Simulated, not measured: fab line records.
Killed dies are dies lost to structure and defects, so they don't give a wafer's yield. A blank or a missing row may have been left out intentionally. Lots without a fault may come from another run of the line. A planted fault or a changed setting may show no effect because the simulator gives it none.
Split-lot experiment -- flow n5Finfet -- 21 wafers read from 7 lots, route of 1938 steps

ON THE SPLIT
At N5_HKMG_FIN_COAT_06 (resist thk 90 nm), the setting spinRpm was moved away from the recipe's 1500 rpm on 7 of the 21 wafers read, by -11.2% to +11.1%. All remaining wafers had this setting at the recipe value.

The reading comes from the split's own step.

THE READING
CAR-ArF_of_HKMG_FIN_COAT_06.thkNm (the simulator's own value, which no gauge read), in nm, at N5_HKMG_FIN_COAT_06 (resist thk 90 nm). No usual value for it is given in the file. Here, 14 wafers ran the recipe; their average is 89.9 nm with a standard deviation of 0.28 nm.

wafer,"tool, chamber at the split","spinRpm as run, rpm",against the recipe,"CAR-ArF_of_HKMG_FIN_COAT_06.thkNm, nm",against lot-mates on the recipe
L074.1,"lithoTrack-01, 0",1500,recipe,90,-
L074.2,"lithoTrack-01, 0",1555,+3.7%,88.6,-1.4
L074.5,"lithoTrack-01, 0",1555,+3.7%,88.6,-1.4
L076.3,"lithoTrack-02, 0",1667,+11.1%,85.6,-4.7
L076.4,"lithoTrack-02, 0",1500,recipe,90.2,-
L076.6,"lithoTrack-02, 0",1500,recipe,90.4,-
L077.4,"lithoTrack-02, 0",1500,recipe,90,-
L077.5,"lithoTrack-02, 0",1500,recipe,90,-
L077.6,"lithoTrack-02, 0",1500,recipe,89.8,-
L078.2,"lithoTrack-01, 0",1500,recipe,90,-
L078.6,"lithoTrack-01, 0",1500,recipe,90,-
L078.3,"lithoTrack-01, 0",1500,recipe,90.2,-
L086.1,"lithoTrack-05, 0",1500,recipe,89.8,-
L086.2,"lithoTrack-05, 0",1332,-11.2%,95.4,+5.6
L086.3,"lithoTrack-05, 0",1332,-11.2%,95.4,+5.6
L087.2,"lithoTrack-01, 0",1410,-6.0%,93,+2.8
L087.5,"lithoTrack-01, 0",1500,recipe,90.2,-
L087.6,"lithoTrack-01, 0",1410,-6.0%,93.4,+3.2
L091.2,"lithoTrack-05, 0",1500,recipe,89.4,-
L091.4,"lithoTrack-05, 0",1500,recipe,89.4,-
L091.3,"lithoTrack-05, 0",1500,recipe,89.8,-

THE FIT
A straight line over all 21 wafers: CAR-ArF_of_HKMG_FIN_COAT_06.thkNm changes by -0.458 nm for each +1% of spinRpm; r = -0.99; the points scatter about the line by 0.34 nm.
The same after taking each lot's own level away (the mean of its wafers on the recipe; 21 wafers): -0.469 nm for each +1%; r = -1.00; scatter 0.21 nm.
According to that fit, moving spinRpm by its largest amount changes the reading by 5.3 nm.
Across the lots, their own levels run from 89.53 to 90.30 nm, a range of 2.8 times the standard deviation given above.
So the lot-to-lot level changes the slope little: the two slopes agree.
Check: with one of the wafers moved furthest among these (-11.2%) left out of the fit, the line predicts +5.27 nm for it against its lot-mates. Against them it came out at +5.6 nm.

OTHER SPLITS APPLIED TO THESE WAFERS
Note: prior to the reading, these wafers also went through further splits. Each is held against what the fit with the lots' levels taken away leaves over:
other split on the same wafers,wafers away from the commonest value,r with CAR-ArF_of_HKMG_FIN_COAT_06.thkNm (lot level and that fit taken away)
N5_WELL_APT_COAT_02 spinRpm,7,-0.06
N5_WELL_APT_PEB_23 pebTempC,4,+0.26
N5_WELL_APT_DEVELOP_24 developTimeS,10,-0.20
N5_FIN_SAQP_PECVD_48 timeS,10,-0.04
N5_FIN_SAQP_DEVELOP_15 developTimeS,8,-0.11
N5_FIN_CUT_CUT_ETCH_26 sourceW,8,-0.08
N5_DUMMY_GATE_CVD_03 tempC,15,+0.19
N5_DUMMY_GATE_COAT_28 spinRpm,8,+0.38
N5_SD_EPI_P_COAT_34 spinRpm,7,-0.28
N5_SDB_CUT_ETCH_26 icpW,6,-0.13
N5_SDB_ALD_29 aldCycles,5,-0.31

THE FILE'S OWN FIT
CAR-ArF_of_HKMG_FIN_COAT_06.thkNm changes by -0.462 nm for each +1% of spinRpm, r = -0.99.
